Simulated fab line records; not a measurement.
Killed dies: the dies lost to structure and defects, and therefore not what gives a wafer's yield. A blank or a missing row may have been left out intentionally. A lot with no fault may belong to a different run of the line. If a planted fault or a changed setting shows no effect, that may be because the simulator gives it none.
Comparing a struck lot with a sound one || flow n5Finfet || 15 steps out of a route of 1938
Sound: the wafers L998.4, L998.5, L998.6. Struck: wafers L107.3, L107.4, L107.5. At the end, the cause is stated.
Order at every step that has rows: each side's tool, ch and its chambers, its first start. Under that, the readings that differ: sound wafers || struck wafers || difference of the means || sigmas: that difference in standard deviations of wafers without a fault.
alike: same words and numbers on both sides, and readings whose means sit less than 2 such deviations apart. not compared: any withheld reading, any reading some wafer has no value for, any bound like >300 that may hide the same value, and any number with overlapping values for which the record gives no deviation.
A row with sigmas, a row that says differs or no value, or rows on one side alone: a step with any of these is where the two part. Numbers that don't overlap but have no deviation are shown without sigmas and don't part them. Lack of a reading on every wafer of one side parts them only where that side has two or more wafers.

first, 2 steps without rows for these wafers: N5_MOL_CONTACT_COAG_STRIP_107 (strips in N2/H2); N5_MOL_CONTACT_COAG_STRIP_108 (strips in N2/H2).
N5_MOL_CONTACT_COAG_CONTACT_ETCH_14: etches SiO2 in C4F6/O2, target depth 27.5 nm, overetch 8.5 nm, time 20 s.
  sound on rieDiel-05 ch 1,2, day 4 19:34; struck on rieDiel-05 ch 1,2, day 7 03:29
  alike: drypumpMotorCurrentA, oesProductAu, rfVppV, showerheadPlenumPTorr, throttleValvePct
  not compared: rfHoursCounterH
then, 1 step without rows for these wafers: N5_MOL_CONTACT_COAG_STRIP_109 (strips in C4F6/O2).
N5_MOL_CONTACT_COAG_ETCH_15: etches SiNx in CH3F/O2, stops on Si:P, target depth 7 nm.
  sound on rieDiel-05 ch 1,2, day 4 19:36; struck on rieDiel-05 ch 1,2, day 7 03:31
  alike: drypumpMotorCurrentA, oesProductAu, rfVppV, showerheadPlenumPTorr, throttleValvePct
  not compared: rfHoursCounterH
N5_MOL_CONTACT_COAG_ETCH_110: etches Si in CF4/O2, target depth 2.5 nm, time 8 s.
  sound on rieDiel-05 ch 1,2, day 4 19:40; struck on rieDiel-05 ch 1,2, day 7 03:34
  alike: cf4FlowSccm, drypumpMotorCurrentA, oesProductAu, rfVppV, showerheadPlenumPTorr, throttleValvePct
  not compared: rfHoursCounterH
N5_MOL_CONTACT_COAG_STRIP_98: strips in N2/H2.
  sound on rieDiel-05 ch 1,2, day 4 19:43; struck on rieDiel-05 ch 1,2, day 7 03:37
  alike: drypumpMotorCurrentA, oesProductAu, rfVppV, showerheadPlenumPTorr, throttleValvePct
  not compared: rfHoursCounterH
N5_MOL_CONTACT_COAG_CD_MEAS_99: target cd 17.2 nm.
  struck on cdSem-03, day 7 03:41; sound on cdSem-03, day 4 19:47
  alike: cdNm
then, 2 steps without rows for these wafers: N5_MOL_CONTACT_COAG_IMPLANT_129; N5_MOL_CONTACT_COAG_PRECLEAN_111 (cleans in NF3:NH3, afs cycles 1, time 20 s, sublimation time 60 s).
N5_MOL_CONTACT_COAG_TI_SIL_19: material Ti, target thk 4.2 nm, time 15 s.
  struck on pvdSputter-02, day 7 04:19; sound on pvdSputter-03, day 4 20:23
  alike: chamberPressurePa, throttleValvePct
then, 1 step without rows for these wafers: N5_MOL_CONTACT_COAG_ALD_20 (deposits TiN, target thk 1.5 nm, pulse time 1 s, purge time 3 s).
N5_MOL_CONTACT_COAG_SIL_ANNEAL_21: time 60 s.
  struck on rtpAnneal-02, day 7 04:55; sound on rtpAnneal-02 ch 0, day 4 20:58
  no value came back on the struck wafers for any of 5 readings (lampPowerPct (%), lamp_zone_1_pct (%) and others); on the sound wafers lampPowerPct (%) reads 5.95 5.94 5.95
then, 1 step without rows for these wafers: N5_MOL_CONTACT_COAG_PRE_CLEAN_141 (time 60 s).
-- here the record skips 8 days between the struck wafers' starts before and after, leaving off in module MOL_CONTACT_COAG and picking up in module PASSIVATION (first step shown: number 1936 of the route) --
N5_PASSIVATION_PROBE_49:
  struck on prober-01, day 14 17:16; sound on prober-02, day 12 14:33
  alike: killed_at_M0_to_M3, killed_at_M4_up, killedAtContacts, killedAtFrontEnd, killedAtOther, killedDies, killedOpen, killedShort

WHERE THEY PART
N5_MOL_CONTACT_COAG_SIL_ANNEAL_21 only, going by this record. Later steps at which nothing parts them and some readings are alike: N5_PASSIVATION_PROBE_49.

WHY: what the simulator had put in
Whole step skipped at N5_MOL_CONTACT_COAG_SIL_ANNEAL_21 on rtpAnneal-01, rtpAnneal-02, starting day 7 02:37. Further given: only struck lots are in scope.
